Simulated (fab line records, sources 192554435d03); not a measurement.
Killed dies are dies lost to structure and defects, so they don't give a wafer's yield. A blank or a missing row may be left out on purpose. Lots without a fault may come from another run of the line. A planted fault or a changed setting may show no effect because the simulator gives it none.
Chamber matching | flow n5_finfet | N5_BEOL_M2_ETCH_64 on rie_diel-03: 4 sister chambers
The step etches SOC in N2/H2, target depth 75 nm, overetch 22.5 nm, time 121.9 s. 8 wafers are shown with their chamber, then 12 later ones without.

WAFERS WITH THEIR CHAMBER
wafer  | chamber | showerhead_plenum_p_Torr (Torr) | drypump_motor_current_A (A)
L086.4 | 3       | 2.61                            | 5.6
L086.5 | 1       | 2.67                            | 5.2
L087.1 | 2       | 2.42                            | 6.0
L087.4 | 0       | 2.65                            | 6.2
L087.5 | 0       | 2.65                            | 6.3
L088.1 | 1       | 2.67                            | 5.2
L088.3 | 3       | 2.60                            | 5.6
L088.6 | 2       | 2.42                            | 6.0

WAFERS WITHOUT THEIR CHAMBER
wafer  | showerhead_plenum_p_Torr (Torr) | drypump_motor_current_A (A)
L090.4 | 2.64                            | 6.3
L090.5 | 2.67                            | 5.2
L090.6 | 2.64                            | 6.3
L091.2 | 2.64                            | 6.3
L091.3 | 2.60                            | 5.6
L091.5 | 2.41                            | 6.0
L093.1 | 2.66                            | 5.2
L093.5 | 2.41                            | 6.0
L093.6 | 2.66                            | 5.2
L096.2 | 2.63                            | 6.3
L096.4 | 2.59                            | 5.7
L096.6 | 2.63                            | 6.3

WHICH CHAMBER EACH WENT THROUGH
wafer  | from the rows above | in truth
L090.4 | 0                   | 0
L090.5 | 1                   | 1
L090.6 | 0                   | 0
L091.2 | 0                   | 0
L091.3 | 3                   | 3
L091.5 | 2                   | 2
L093.1 | 1                   | 1
L093.5 | 2                   | 2
L093.6 | 1                   | 1
L096.2 | 0                   | 0
L096.4 | 3                   | 3
L096.6 | 0                   | 0
Placed correctly: 12 of 12. Can't be placed from these rows: 0. Placed wrongly: 0.
How it was worked out, from the rows above alone: a wafer's distance from a chamber is the root of the sum, over the readings, of the square of ((its reading less the chamber's mean) divided by the reading's scatter). The wafer belongs to the nearest chamber; if the next one is less than 2 further off, it can't be placed. A chamber's mean is the mean of its shown wafers. The scatter: the root of (the sum of the squares of (reading less its chamber's mean) over the shown wafers, divided by (wafers less chambers)).
